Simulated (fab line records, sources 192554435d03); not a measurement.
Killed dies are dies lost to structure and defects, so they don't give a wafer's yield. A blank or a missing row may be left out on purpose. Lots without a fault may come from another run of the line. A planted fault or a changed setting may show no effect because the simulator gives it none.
Which tool did it? | flow n5_finfet | 24 lots, 72 wafers sampled, at 4 steps of a route of 1938

WHAT THE GAUGES READ, wafer by wafer
N5_BEOL_M14_CD_MEAS_10: target cd 250 nm. Usual: cd_nm 249.8 nm, standard deviation 1.8.
lot  | measured     | on        | cd_nm (nm)        | flag
L074 | day 10 21:25 | cd_sem-01 | 249.6 251.1 247.8 |
L075 | day 11 00:50 | cd_sem-02 | 245.9 250.1 249.8 |
L077 | day 11 11:55 | cd_sem-01 | 248.6 252.4 248.8 |
L076 | day 11 13:38 | cd_sem-01 | 249.5 248.5 251.1 |
L078 | day 11 16:34 | cd_sem-03 | 247.9 249.8 249.2 |
L079 | day 12 05:59 | cd_sem-02 | 249.6 252.0 248.6 |
L080 | day 12 06:25 | cd_sem-01 | 249.7 250.7 249.9 |
L082 | day 12 20:56 | cd_sem-03 | 250.0 249.1 249.6 |
L083 | day 12 21:27 | cd_sem-01 | 247.6 250.0 249.9 |
L081 | day 13 00:23 | cd_sem-02 | 252.9 250.1 248.2 |
L084 | day 13 10:43 | cd_sem-01 | 249.0 247.4 246.8 |
L086 | day 13 13:44 | cd_sem-02 | 248.2 247.6 250.2 |
L085 | day 14 02:30 | cd_sem-01 | 252.7 252.9 250.0 |
L087 | day 14 02:47 | cd_sem-02 | 250.8 247.3 246.2 |
L088 | day 14 05:59 | cd_sem-02 | 248.8 252.7 250.2 |
L089 | day 14 06:46 | cd_sem-02 | 252.1 250.9 252.3 |
L090 | day 15 01:28 | cd_sem-02 | 250.0 246.7 245.4 |
L091 | day 15 05:38 | cd_sem-03 | 249.2 251.8 250.2 |
L092 | day 15 14:56 | cd_sem-02 | 250.6 249.7 250.6 |
L093 | day 15 18:41 | cd_sem-03 | 247.4 247.9 249.7 |
L094 | day 16 00:59 | cd_sem-03 | 250.8 253.6 252.3 |
L095 | day 16 02:10 | cd_sem-01 | 249.0 248.6 252.6 |
L097 | day 16 18:04 | cd_sem-01 | 249.8 246.8 247.3 |
L096 | day 16 21:53 | cd_sem-02 | 248.2 249.3 249.3 |

N5_BEOL_M14_THK_MEAS_50: measures by xrf. Usual: M14_THK 565 nm, standard deviation 13.
lot  | measured     | on            | M14_THK (nm) | flag
L074 | day 11 02:47 | film_metro-02 | 579 590 543  |
L075 | day 11 04:48 | film_metro-02 | 564 557 564  |
L077 | day 11 15:01 | film_metro-02 | 584 576 562  |
L076 | day 11 22:58 | film_metro-02 | 577 593 567  |
L078 | day 11 23:14 | film_metro-02 | 578 571 558  |
L079 | day 12 11:18 | film_metro-02 | 581 564 570  |
L080 | day 12 14:16 | film_metro-01 | 571 555 570  |
L082 | day 13 04:07 | film_metro-02 | 561 580 589  |
L083 | day 13 04:14 | film_metro-01 | 562 563 565  |
L081 | day 13 04:48 | film_metro-01 | 544 558 560  |
L084 | day 13 15:49 | film_metro-01 | 571 545 560  |
L086 | day 13 17:44 | film_metro-01 | 580 561 569  |
L085 | day 14 06:34 | film_metro-02 | 566 570 565  |
L087 | day 14 06:50 | film_metro-02 | 562 570 549  |
L088 | day 14 09:13 | film_metro-02 | 573 571 575  |
L089 | day 14 10:43 | film_metro-02 | 565 555 569  |
L090 | day 15 07:48 | film_metro-01 | 567 550 567  |
L091 | day 15 10:25 | film_metro-01 | 545 548 540  |
L092 | day 15 18:53 | film_metro-02 | 564 572 552  |
L093 | day 15 22:17 | film_metro-01 | 561 546 566  |
L094 | day 16 04:30 | film_metro-01 | 561 556 577  |
L095 | day 16 07:19 | film_metro-02 | 576 570 565  |
L097 | day 17 01:54 | film_metro-01 | 553 562 562  |
L096 | day 17 01:49 | film_metro-02 | 572 586 567  |

N5_BEOL_M15_THK_MEAS_01. Usual: M15_ILD_THK 1631 nm, standard deviation 21.
lot  | measured     | on            | M15_ILD_THK (nm) | flag
L074 | day 11 03:14 | film_metro-02 | 1624 1585 1612   |
L075 | day 11 05:14 | film_metro-02 | 1614 1642 1619   |
L077 | day 11 15:28 | film_metro-02 | 1613 1640 1632   |
L076 | day 11 23:24 | film_metro-02 | 1614 1636 1634   |
L078 | day 11 23:48 | film_metro-02 | 1615 1656 1652   |
L079 | day 12 11:44 | film_metro-02 | 1616 1623 1638   |
L080 | day 12 14:46 | film_metro-01 | 1637 1619 1651   |
L082 | day 13 04:33 | film_metro-01 | 1605 1587 1623   |
L083 | day 13 04:41 | film_metro-02 | 1554 1617 1614   |
L081 | day 13 05:15 | film_metro-02 | 1622 1628 1649   |
L084 | day 13 16:15 | film_metro-02 | 1622 1641 1640   |
L086 | day 13 18:11 | film_metro-01 | 1632 1619 1621   |
L085 | day 14 07:00 | film_metro-01 | 1645 1673 1684   |
L087 | day 14 07:16 | film_metro-01 | 1656 1649 1664   |
L088 | day 14 09:40 | film_metro-02 | 1620 1671 1622   |
L089 | day 14 11:09 | film_metro-02 | 1638 1647 1639   |
L090 | day 15 08:14 | film_metro-01 | 1629 1632 1620   |
L091 | day 15 10:52 | film_metro-02 | 1640 1650 1632   |
L092 | day 15 19:26 | film_metro-02 | 1609 1620 1636   |
L093 | day 15 22:44 | film_metro-02 | 1617 1606 1674   |
L094 | day 16 05:11 | film_metro-01 | 1665 1635 1625   |
L095 | day 16 07:46 | film_metro-02 | 1628 1615 1668   |
L097 | day 17 02:20 | film_metro-01 | 1609 1664 1640   |
L096 | day 17 02:16 | film_metro-01 | 1632 1624 1614   |

WHICH TOOL RAN EACH LOT (tool, then ch and the chambers of the sampled wafers, then the start)
lot  | N5_BEOL_M14_ETCH_59
L074 | rie_diel-01 ch 0,1,2, day 10 21:32
L075 | rie_diel-04 ch 0,1, day 11 00:58
L077 | rie_diel-04 ch 0,1,2, day 11 12:04
L076 | rie_diel-01 ch 0,1,2, day 11 13:45
L078 | rie_diel-02 ch 0,3, day 11 16:41
L079 | rie_diel-02 ch 0,1,2, day 12 06:06
L080 | rie_diel-01 ch 0,1,2, day 12 06:32
L082 | rie_diel-01 ch 0,1,2, day 12 21:03
L083 | rie_diel-01 ch 1,2, day 12 21:35
L081 | rie_diel-04 ch 0,2, day 13 00:31
L084 | rie_diel-02 ch 0,1,3, day 13 10:50
L086 | rie_diel-04 ch 0,2,3, day 13 13:52
L085 | rie_diel-04 ch 1,2,3, day 14 02:40
L087 | rie_diel-01 ch 2,3, day 14 02:57
L088 | rie_diel-04 ch 0,2,3, day 14 06:07
L089 | rie_diel-04 ch 0,2,3, day 14 06:53
L090 | rie_diel-04 ch 0,1,3, day 15 01:41
L091 | rie_diel-02 ch 1,2, day 15 05:55
L092 | rie_diel-02 ch 0,1,2, day 15 15:04
L093 | rie_diel-02 ch 0,2,3, day 15 18:49
L094 | rie_diel-01 ch 0,1,2, day 16 01:06
L095 | rie_diel-02 ch 1,2,3, day 16 02:20
L097 | rie_diel-02 ch 2,3, day 16 18:11
L096 | rie_diel-01 ch 1,2,3, day 16 22:00
- N5_BEOL_M14_ETCH_59: etches BARC in N2/H2, target depth 89 nm, overetch 26.7 nm, time 67.9 s.

WHAT THE TOOLS THEMSELVES READ (means of the sampled wafers that have a number; where no wafer has one, the mark that the record gives instead)
N5_BEOL_M14_ETCH_59. Usual: drypump_motor_current_A 5.9 A, standard deviation 0.39; h2_flow_sccm 199.9 sccm, standard deviation 0.49; oes_product_au 0.70 a.u., standard deviation 0.069; rf_vpp_V 524.1 V, standard deviation 1.9; showerhead_plenum_p_Torr 2.55 Torr, standard deviation 0.063; throttle_valve_pct 17.89 %, standard deviation 0.3.
lot  | tool        | drypump_motor_current_A (A) | h2_flow_sccm (sccm) | oes_product_au (a.u.) | rf_vpp_V (V) | showerhead_plenum_p_Torr (Torr) | throttle_valve_pct (%) | flag
L074 | rie_diel-01 | 6.0                         | 200.2               | 0.72                  | 524.3        | 2.52                            | 17.85                  |
L075 | rie_diel-04 | 6.4                         | 199.7               | 0.71                  | 522.9        | 2.50                            | 17.71                  |
L077 | rie_diel-04 | 6.0                         | 200.4               | 0.75                  | 524.0        | 2.55                            | 17.71                  |
L076 | rie_diel-01 | 6.1                         | 199.9               | 0.71                  | 523.5        | 2.52                            | 17.86                  |
L078 | rie_diel-02 | 5.8                         | 199.7               | 0.61                  | 524.3        | 2.56                            | 18.12                  |
L079 | rie_diel-02 | 6.1                         | 200.0               | 0.66                  | 524.3        | 2.55                            | 17.94                  |
L080 | rie_diel-01 | 6.1                         | 199.9               | 0.70                  | 522.9        | 2.52                            | 17.87                  |
L082 | rie_diel-01 | 6.0                         | 200.1               | 0.70                  | 523.3        | 2.52                            | 17.87                  |
L083 | rie_diel-01 | 6.0                         | 200.0               | 0.75                  | 524.8        | 2.59                            | 17.75                  |
L081 | rie_diel-04 | 5.6                         | 199.3               | 0.77                  | 525.3        | 2.59                            | 17.73                  |
L084 | rie_diel-02 | 5.9                         | 200.3               | 0.71                  | 524.1        | 2.56                            | 17.89                  |
L086 | rie_diel-04 | 5.5                         | 199.8               | 0.76                  | 524.1        | 2.56                            | 17.83                  |
L085 | rie_diel-04 | 5.7                         | 199.7               | 0.74                  | 523.2        | 2.52                            | 17.98                  |
L087 | rie_diel-01 | 5.9                         | 200.1               | 0.68                  | 524.5        | 2.56                            | 18.10                  |
L088 | rie_diel-04 | 5.5                         | 199.9               | 0.75                  | 524.4        | 2.56                            | 17.83                  |
L089 | rie_diel-04 | 5.5                         | 199.7               | 0.75                  | 524.7        | 2.56                            | 17.84                  |
L090 | rie_diel-04 | 5.9                         | 199.7               | 0.71                  | 523.1        | 2.51                            | 17.86                  |
L091 | rie_diel-02 | 6.1                         | 199.8               | 0.65                  | 525.1        | 2.55                            | 17.80                  |
L092 | rie_diel-02 | 6.1                         | 200.2               | 0.64                  | 524.0        | 2.54                            | 18.00                  |
L093 | rie_diel-02 | 5.8                         | 199.6               | 0.68                  | 524.0        | 2.55                            | 17.84                  |
L094 | rie_diel-01 | 6.1                         | 200.1               | 0.74                  | 525.8        | 2.61                            | 17.78                  |
L095 | rie_diel-02 | 6.0                         | 199.9               | 0.69                  | 524.4        | 2.56                            | 17.73                  |
L097 | rie_diel-02 | 5.9                         | 199.5               | 0.68                  | 524.5        | 2.55                            | 17.65                  |
L096 | rie_diel-01 | 6.0                         | 199.5               | 0.68                  | 525.3        | 2.56                            | 17.98                  |

THE ANSWER, worked out from the rows above alone
Rule: a lot is off if the mean of its wafers that have a number lies more than 3 standard deviations from the usual mean. A lot without any number at a reading at which 4 lots or more have one is off too. The other lots that the step has rows for count as sound. The gauges are gone through in route order, then the tools' own readings, and for those a lot's mean is taken as printed above. The first step at which some lot is off is used, and at that step the reading that is off furthest; a lot without a number counts as furthest.
No lot is off at any reading shown: from this, nothing can be told.

WHAT THE SIMULATOR HAD PUT IN
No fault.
